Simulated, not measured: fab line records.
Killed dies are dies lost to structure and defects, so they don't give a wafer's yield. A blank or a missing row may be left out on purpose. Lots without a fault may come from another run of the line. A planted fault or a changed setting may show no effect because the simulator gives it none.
fab line records	flow n5-finfet
record: lots: 6	wafers: 17	last-day: 18
route steps=1938 shown HKMG_FIN@454 GATE_CUT@465 BEOL_M4@1111
lots untouched by any fault: they come from a run of this same line in which no faults occurred
start-h: hours from the record's first day to the start of the lot's first wafer shown	wait-h: how many hours have passed since the lot's step before this one	" the same as in the row above	L1.1+2: one row covering several wafers at once	- value missing, or start not given	* or withheld: withheld	< > ~ a bound
route shown NAME@n: NAME is a module with steps in the file, n the number in the route of the first one	usual: the fault-free wafers' mean and standard deviation	same: alike in all rows	chamber/n: place in a boat	sites: the reading at each site	_std_site: the values' standard deviation	_edge_site: inner sites' mean taken away from outer sites' mean	radius-mm: how far each site lies from the wafer's centre	mask NAME#n: copy n	behind: the tool/chamber that last shaped the wafer	hold: why the lot went on hold/how many hours it stayed there/how the hold came to an end	device: whichever transistor did not switch (one of n, p or np)	end of line: the tests these same wafers got at the end of their route	a step given without rows: its recipe and nothing more	killed: dies that structure and defects cost at the first sort, which is not the same as the wafer's yield	map: a wafer's dies, marking killed ones x, the rest . and places with no die _
set.NAME: the setting that was run; set.NAME@STEP: the one run at that earlier step	model.NAME: the simulator's own value behind a step, which no gauge read
a table for each step, a row for each wafer; lots at some steps of the route
services: the hour from which a tool's chamber was out of use, counted from the record's first day as start-h (under 0 if before that day), plus the number of hours and why
== steps ==
step: N5_HKMG_FIN_ETCHBACK_68
recipe: chemistry: Cl2/Ar	stop-on: HfO2	target-depth-a: 5	pressure-mtorr: 10	icp-w: 600	bias-w: 60	Cl2_flow_sccm: 40	Ar_flow_sccm: 60
usual: bias-w: 60.04/0.18	drypump-motor-current-A: 5.8/0.52	oes-product-au: 0.76/0.12	throttle-valve-pct: 20.83/0.29
lot.wafer	tool	chamber	start-h	wait-h	bias-w	drypump-motor-current-A	oes-product-au	rf-hours-counter-h	throttle-valve-pct
L304.2	rie-metal-01	0	82.23	0.0	59.88	6.5	0.59	123	21.08
L304.3	"	0	"	"	59.88	6.5	0.59	-	21.10
L304.5	"	1	"	"	59.99	6.0	0.72	-	21.01
L308.2	rie-metal-01	1	102.44	0.0	60.03	6.0	0.72	66	21.04
L308.6	"	1	"	"	60.29	6.0	0.72	-	21.03
L316.4	rie-metal-02	1	155.32	0.1	59.99	5.9	0.87	-	20.43
L316.5	"	1	"	"	60.21	5.9	0.87	-	20.43
L316.6	"	1	"	"	59.78	5.9	0.87	-	20.43
L319.2	rie-metal-01	1	174.39	0.0	59.78	6.0	0.71	74	21.05
L319.4	"	1	"	"	59.75	6.0	0.71	-	21.05
L319.5	"	0	"	"	60.16	6.6	0.58	-	21.11
L320.3	rie-metal-03	0	187.41	0.1	60.05	5.4	0.80	-	20.76
L320.5	"	1	"	"	60.05	5.3	0.60	-	21.28
L320.6	"	0	"	"	59.97	5.4	0.80	-	20.76
L325.4	rie-metal-02	1	204.52	0.1	59.91	5.9	0.83	-	20.44
L325.5	"	1	"	"	60.14	5.9	0.84	-	20.43
L325.6	"	0	"	"	59.99	5.0	0.88	-	20.68
step: N5_HKMG_FIN_STRIP_69
recipe: chemistry: N2/H2	power-w: 2500	temp-c: 300	h2-frac: 0.65	time-s: 360	pressure-mtorr: withheld	n2-flow-sccm: 1750	h2-flow-sccm: 3250
usual: drypump-motor-current-A: 6.0/0.45	heater-power-w: 462/60
lot.wafer	tool	chamber	start-h	wait-h	drypump-motor-current-A	heater-power-w	rf-hours-counter-h
L304.2	plasma-asher-01	0	82.37	0.1	6.6	397	35
L304.3	"	0	"	"	6.6	406	-
L304.5	"	1	"	"	5.6	525	-
L308.2	plasma-asher-02	1	102.58	0.1	5.6	438	91
L308.6	"	1	"	"	5.6	444	-
L316.4	plasma-asher-01	1	155.59	0.2	5.6	532	-
L316.5	"	1	"	"	5.6	527	-
L316.6	"	0	"	"	6.6	417	-
L319.2	plasma-asher-01	0	174.53	0.1	6.6	408	56
L319.4	"	1	"	"	5.6	524	-
L319.5	"	1	"	"	5.6	537	-
L320.3	plasma-asher-01	0	187.63	0.2	6.6	417	-
L320.5	"	0	"	"	6.6	419	-
L320.6	"	1	"	"	5.6	536	-
L325.4	plasma-asher-01	1	204.74	0.2	5.6	523	-
L325.5	"	0	"	"	6.6	417	-
L325.6	"	1	"	"	5.6	544	-
step: N5_HKMG_FIN_ALD_21
recipe: material: TiN	target-thk-a: 15	temp-c: 400	ald-precursor-family: TiCl4	ald-co-reactant: NH3	pulse-time-s: 1	purge-time-s: 3	co-reactant-purge-time-s: 2	co-reactant-pulse-time-s: 2	ald-cycles: 68	pressure-torr: 3
step: N5_HKMG_FIN_ALD_72
recipe: material: W	target-thk-a: 20	temp-c: 300	pressure-torr: 7.5	ald-precursor-family: WF6	ald-co-reactant: B2H6	pulse-time-s: 1	purge-time-s: 2	co-reactant-purge-time-s: 2	co-reactant-pulse-time-s: 3	ald-cycles: 7
step: N5_HKMG_FIN_W_FILL_22
recipe: material: W	target-thk-a: 600	temp-c: 400	pressure-torr: 39.4	time-s: 18.2
step: N5_HKMG_FIN_PRECLEAN_83
recipe: chemistry: DIW	time-s: 57.5	temp-c: 23
step: N5_HKMG_FIN_SRD_84
recipe: dry-time-s: 32	dry: n2-spin	spin-rpm: 1500
step: N5_HKMG_FIN_CMP_23
recipe: stop-on: SiNx	t-overpolish-s: 10	post-cmp-clean: rinse-only	down-force-psi: 4	platen-rpm: 50.289	pad-velocity-m-s: 1.0006	target-thk-nm: 46.326
step: N5_HKMG_FIN_CMP_94
recipe: stop-on: SiNx	post-cmp-clean: w-dilute-nh4oh	t-overpolish-s: 4.7	down-force-psi: 4	platen-rpm: 50.289	pad-velocity-m-s: 1.0006	target-thk-nm: 43.299
usual: motor-current-A: 12.2/0.95	retaining-ring-pressure-frac: 1.000/0.0044
lot.wafer	tool	chamber	start-h	wait-h	motor-current-A	retaining-ring-pressure-frac
L304.3	cmp-04	1	83.78	0.4	12.0	0.998
L304.2	"	0	"	"	12.7	1.000
L304.5	"	2	"	"	13.0	1.002
L308.2	cmp-02	0	104.07	0.2	13.0	0.996
L308.6	"	1	"	"	11.2	1.003
L316.4	cmp-02	1	156.90	0.4	11.7	0.999
L316.5	"	1	"	"	10.8	0.997
L316.6	"	2	"	"	13.7	1.003
L319.4	cmp-02	3	176.02	0.3	10.7	1.004
L319.2	"	0	"	"	13.0	1.004
L319.5	"	1	"	"	11.6	1.005
L320.3	cmp-02	1	189.00	0.2	11.8	1.006
L320.6	"	2	"	"	13.3	1.009
L320.5	"	3	"	"	11.5	1.001
L325.4	cmp-02	2	206.32	0.2	13.2	1.004
L325.6	"	3	"	"	10.9	0.994
L325.5	"	0	"	"	12.9	1.004
step: N5_HKMG_FIN_INSPECT_28
recipe: inspect-instrument: darkfield	mode: post-cmp
usual: raw-defect-count: 38/15
lot.wafer	tool	chamber	start-h	wait-h	raw-defect-count
L304.2	defect-inspect-01	-	84.01	0.0	38
L304.3	"	-	"	"	31
L304.5	"	-	"	"	23
L308.2	defect-inspect-02	-	104.21	0.0	22
L308.6	"	-	"	"	17
L316.4	defect-inspect-01	-	157.15	0.0	19
L316.5	"	-	"	"	27
L316.6	"	-	"	"	35
L319.2	defect-inspect-02	-	176.19	0.0	45
L319.4	"	-	"	"	79
L319.5	"	-	"	"	48
L320.3	defect-inspect-01	-	189.14	0.0	31
L320.5	"	-	"	"	52
L320.6	"	-	"	"	55
L325.4	defect-inspect-02	-	206.46	0.0	32
L325.5	"	-	"	"	31
L325.6	"	-	"	"	30
step: N5_GATE_CUT_ETCHBACK_00
recipe: chemistry: SF6/Cl2	target: W	pressure-mtorr: 8	icp-w: 900	bias-w: 80	SF6_flow_sccm: 40	Cl2_flow_sccm: 60
usual: bias-w: 79.98/0.24	drypump-motor-current-A: 5.7/0.48	oes-product-au: 0.76/0.12	throttle-valve-pct: 27.53/0.27
lot.wafer	tool	chamber	start-h	wait-h	bias-w	drypump-motor-current-A	oes-product-au	rf-hours-counter-h	throttle-valve-pct
L304.2	rie-metal-02	1	84.05	0.0	80.08	5.9	0.93	9	27.02
L304.3	"	0	"	"	79.54	5.0	0.93	-	27.32
L304.5	"	1	"	"	79.86	5.9	0.94	-	27.00
L308.2	rie-metal-01	1	104.24	0.0	79.69	6.0	0.72	67	27.60
L308.6	"	0	"	"	80.52	6.5	0.60	-	27.76
L316.4	rie-metal-01	1	157.22	0.1	80.00	6.0	0.71	-	27.62
L316.5	"	0	"	"	80.00	6.5	0.60	-	27.76
L316.6	"	1	"	"	80.08	6.0	0.71	-	27.63
L319.2	rie-metal-01	0	176.22	0.0	79.84	6.5	0.58	132	27.76
L319.4	"	0	"	"	79.49	6.6	0.59	-	27.76
L319.5	"	0	"	"	79.98	6.5	0.59	-	27.74
L320.3	rie-metal-03	1	189.26	0.1	79.88	5.3	0.62	-	27.86
L320.5	"	1	"	"	80.03	5.3	0.62	-	27.86
L320.6	"	1	"	"	79.59	5.3	0.62	-	27.83
L325.4	rie-metal-02	1	206.53	0.1	79.95	5.9	0.86	-	27.03
L325.5	"	1	"	"	80.02	5.9	0.86	-	27.04
L325.6	"	0	"	"	79.72	4.9	0.89	-	27.33
step: N5_GATE_CUT_ETCH_56
recipe: chemistry: Cl2/Ar	target: TiN	target-depth-a: 216	pressure-mtorr: 10	icp-w: 600	bias-w: 60	Cl2_flow_sccm: 40	Ar_flow_sccm: 60
usual: bias-w: 59.99/0.17	drypump-motor-current-A: 5.7/0.48	oes-product-au: 0.75/0.12	throttle-valve-pct: 20.88/0.29
lot.wafer	tool	chamber	start-h	wait-h	bias-w	drypump-motor-current-A	oes-product-au	rf-hours-counter-h	throttle-valve-pct	model.etch.depth-nm
L304.2	rie-metal-02	1	84.17	0.1	60.18	5.9	0.93	9	20.39	22.47
L304.3	"	0	"	"	60.22	5.0	0.94	-	20.64	21.74
L304.5	"	1	"	"	59.92	5.9	0.93	-	20.38	22.32
L308.2	rie-metal-01	1	104.36	0.1	59.76	6.0	0.73	67	21.01	21.7
L308.6	"	0	"	"	59.81	6.5	0.60	-	21.09	21.39
L316.4	rie-metal-01	1	157.33	0.1	76.95	6.0	0.76	-	20.96	23.94
L316.5	"	0	"	"	77.14	6.5	0.62	-	21.03	23.39
L316.6	"	1	"	"	76.70	6.0	0.76	-	20.95	23.96
L319.2	rie-metal-01	0	176.34	0.1	76.85	6.5	0.62	132	21.05	23.6
L319.4	"	0	"	"	76.89	6.6	0.63	-	21.03	23.49
L319.5	"	0	"	"	76.64	6.5	0.62	-	21.06	23.28
L320.3	rie-metal-03	1	189.48	0.2	59.84	5.3	0.60	-	21.27	21.59
L320.5	"	1	"	"	59.93	5.3	0.61	-	21.28	21.71
L320.6	"	1	"	"	60.23	5.3	0.61	-	21.28	21.45
L325.4	rie-metal-02	1	206.64	0.1	59.96	5.9	0.86	-	20.43	22.17
L325.5	"	1	"	"	60.20	5.9	0.85	-	20.42	21.87
L325.6	"	0	"	"	60.00	5.0	0.89	-	20.67	21.92
step: N5_GATE_CUT_ETCHBACK_30
recipe: chemistry: Cl2/Ar	target: TiN	target-depth-a: 30	mode: isotropic	pressure-mtorr: 10	icp-w: 600	bias-w: 60	Cl2_flow_sccm: 40	Ar_flow_sccm: 60
usual: bias-w: 60.00/0.19	drypump-motor-current-A: 5.7/0.48	oes-product-au: 0.75/0.12	throttle-valve-pct: 20.88/0.29
lot.wafer	tool	chamber	start-h	wait-h	bias-w	drypump-motor-current-A	oes-product-au	rf-hours-counter-h	throttle-valve-pct
L304.2	rie-metal-02	1	84.26	0.1	60.01	5.9	0.94	9	20.39
L304.3	"	0	"	"	59.77	5.0	0.93	-	20.65
L304.5	"	1	"	"	59.97	5.9	0.94	-	20.39
L308.2	rie-metal-01	1	104.45	0.1	60.31	6.0	0.73	67	21.01
L308.6	"	0	"	"	59.85	6.6	0.60	-	21.09
L316.4	rie-metal-01	1	157.40	0.0	60.03	6.0	0.72	-	21.02
L316.5	"	0	"	"	60.14	6.5	0.59	-	21.09
L316.6	"	1	"	"	59.89	6.0	0.71	-	21.02
L319.2	rie-metal-01	0	176.43	0.1	59.64	6.5	0.58	132	21.11
L319.4	"	0	"	"	60.39	6.5	0.59	-	21.11
L319.5	"	0	"	"	59.80	6.6	0.59	-	21.11
L320.3	rie-metal-03	1	189.62	0.1	59.81	5.3	0.61	-	21.26
L320.5	"	1	"	"	59.89	5.3	0.61	-	21.27
L320.6	"	1	"	"	59.87	5.3	0.61	-	21.27
L325.4	rie-metal-02	1	206.71	0.0	60.22	5.9	0.86	-	20.42
L325.5	"	1	"	"	60.02	5.9	0.86	-	20.44
L325.6	"	0	"	"	59.90	4.9	0.89	-	20.67
step: N5_BEOL_M4_RC_MEAS_101
usual: DIBL_N: 36.4/1.9	DIBL_P: 35.8/2.1	IOFF_N: 0.158/0.029	IOFF_P: 0.21/0.035	ION_N: 676/14	ION_P: 465/9.7	SS_N: 71.5/0.66	SS_P: 73.4/0.7	VT_N: 249.8/3	VT_P: -250/3.3
lot.wafer	tool	chamber	start-h	wait-h	DIBL_N[mV/V]	DIBL_P[mV/V]	IOFF_N[nA/um]	IOFF_P[nA/um]	ION_N[uA/um]	ION_P[uA/um]	SS_N[mV/dec]	SS_P[mV/dec]	VT_N[mV]	VT_P[mV]
L304.2	prober-01	0	202.49	0.2	34.0	33.6	0.122	0.17	668	463	71.0	72.9	252.3	-255
L304.3	"	0	"	"	38.1	38.1	0.196	0.23	694	476	72.3	74.1	247.4	-248
L304.5	"	0	"	"	33.9	33.5	0.116	0.16	650	448	70.2	72.4	253.3	-254
L308.2	prober-02	0	211.39	0.5	36.3	36.5	0.146	0.19	672	460	71.4	73.6	250.9	-252
L308.6	"	0	"	"	39.0	39.5	0.190	0.24	672	463	71.8	74.7	248.9	-252
L316.4	prober-02	0	277.38	0.5	35.3	34.5	0.131	0.16	649	447	70.8	72.5	250.8	-253
L316.5	"	0	"	"	34.2	33.2	0.114	0.14	667	451	70.3	72.1	252.9	-254
L316.6	"	0	"	"	39.3	40.4	0.196	0.23	667	460	72.1	74.7	249.1	-250
L319.2	prober-02	0	282.90	0.2	35.9	34.9	0.151	0.19	669	455	72.1	73.4	251.3	-253
L319.4	"	0	"	"	36.2	34.9	0.159	0.19	688	460	71.7	73.7	248.0	-254
L319.5	"	0	"	"	38.4	37.4	0.201	0.23	692	465	72.4	73.8	245.1	-250
L320.3	prober-02	0	302.63	0.3	36.1	35.1	0.161	0.22	697	480	71.9	73.6	247.4	-248
L320.5	"	0	"	"	37.6	36.8	0.190	0.24	706	484	71.6	73.8	245.1	-247
L320.6	"	0	"	"	37.1	34.8	0.166	0.21	682	465	71.3	73.5	246.5	-248
L325.4	prober-01	0	329.50	0.5	37.9	38.4	0.179	0.25	670	466	71.5	73.8	248.2	-248
L325.5	"	0	"	"	35.1	34.9	0.138	0.20	677	472	71.1	73.2	250.4	-248
L325.6	"	0	"	"	35.4	35.2	0.138	0.21	687	477	71.3	72.8	249.3	-250
== services ==
tool	chamber	start-h	hours	kind
cmp-02	-	84.52	4.0	pm
cmp-04	-	88.04	3.8	pm
cmp-02	-	88.52	-	consumable-replace:conditioner
cmp-02	-	88.52	-	consumable-replace:pad
cmp-02	-	88.52	5.3	pm
plasma-asher-02	-	89.19	4.2	repair
rie-metal-03	-	90.02	1.4	pm
cmp-02	-	95.40	2.1	repair
cmp-02	-	100.34	1.8	repair
cmp-02	-	114.09	12.3	repair
rie-metal-02	0	128.53	57.1	repair
rie-metal-02	-	135.37	2.8	pm
cmp-04	-	140.92	4.0	pm
rie-metal-02	-	158.80	1.4	pm
plasma-asher-02	-	161.88	63.7	repair
rie-metal-03	0	188.53	8.7	repair
rie-metal-01	0	192.20	-	clean
rie-metal-01	0	192.20	32.0	scheduled-down
rie-metal-01	0	192.20	32.0	vent-cycle
== key ==
first-sign: step: N5_GATE_CUT_ETCH_56	reading: bias-w	direction: up	sigmas: 99+	usual: *	struck: *
effect none on later readings
model-effect: step: N5_GATE_CUT_ETCH_56	value: etch.depth-nm	without: 21.45	struck: 23.61
met-at N5_GATE_CUT_ETCH_56
struck-wafers L316.4,L316.5,L316.6,L319.2,L319.4,L319.5
onset-between 104.36 157.33
fault: kind: process-parameter-drift	tool: rie-metal-01	chamber: -	onset-h: 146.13	steps: N5_GATE_CUT_ETCH_56	channel: bias-w	offset: *	shape: step	end-h: 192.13	acts-in: *	stated: *
